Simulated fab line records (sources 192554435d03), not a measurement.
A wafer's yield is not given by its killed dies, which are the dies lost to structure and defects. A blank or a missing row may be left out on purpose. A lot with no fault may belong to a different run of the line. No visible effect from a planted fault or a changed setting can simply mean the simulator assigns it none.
What tool caused it? / flow n5Finfet / at 1 step of a route of 1938, 11 lots with 29 wafers sampled

## WHAT EACH GAUGE READ, for each wafer
N5_BEOL_M10_INSPECT_30: inspects for defects (brightfield).
lot=L515; measured=day 10 16:55; on=defectInspect-01; rawDefectCount=343 495 460
lot=L517; measured=day 11 04:45; on=defectInspect-02; rawDefectCount=542 969 578
lot=L520; measured=day 11 17:35; on=defectInspect-01; rawDefectCount=477 599 599
lot=L523; measured=day 13 04:13; on=defectInspect-02; rawDefectCount=272 448 443
lot=L527; measured=day 13 18:50; on=defectInspect-01; rawDefectCount=418 421 619
lot=L528; measured=day 14 19:24; on=defectInspect-02; rawDefectCount=481
lot=L530; measured=day 14 19:26; on=defectInspect-01; rawDefectCount=649
lot=L535; measured=day 16 01:56; on=defectInspect-02; rawDefectCount=561 464 380
lot=L533; measured=day 16 02:07; on=defectInspect-01; rawDefectCount=279 419 374
lot=L537; measured=day 17 04:10; on=defectInspect-02; rawDefectCount=262 331 345
lot=L538; measured=day 17 11:16; on=defectInspect-01; rawDefectCount=426 461 293

## WHICH TOOL RAN EACH LOT (tool, then ch and the chambers of the sampled wafers, then the start)
The record holds no process step before these readings.

## WHAT THE TOOLS THEMSELVES READ (means of the sampled wafers that have a number; where no wafer has one, the mark that the record gives instead)
The record holds no such reading with a usual standard deviation.

## THE ANSWER, worked out from the rows above alone
Rule: what is usual is taken from the lots themselves. Put in order of their means at a reading, lots are off if they are a third of the lots or fewer, leave a main group of 4 or more, and stand apart from it by a gap of 3 or more times the standard deviation of the main group's means; of several such gaps the widest counts. If all means in a main group match to the digits the tables above print for the reading, that group is not used. A lot without any number at a reading at which 4 lots or more have one is off too. All remaining lots with rows at the step are treated as sound. Order of review: gauges by route order, followed by the tools' own readings, for which a lot's mean as printed above is used. At the first step where some lot is off, the reading lying furthest off is the one used; lots without a number count as furthest.
Nothing can be told from this: no lot is off at any reading shown.

## WHAT THE SIMULATOR HAD INSERTED
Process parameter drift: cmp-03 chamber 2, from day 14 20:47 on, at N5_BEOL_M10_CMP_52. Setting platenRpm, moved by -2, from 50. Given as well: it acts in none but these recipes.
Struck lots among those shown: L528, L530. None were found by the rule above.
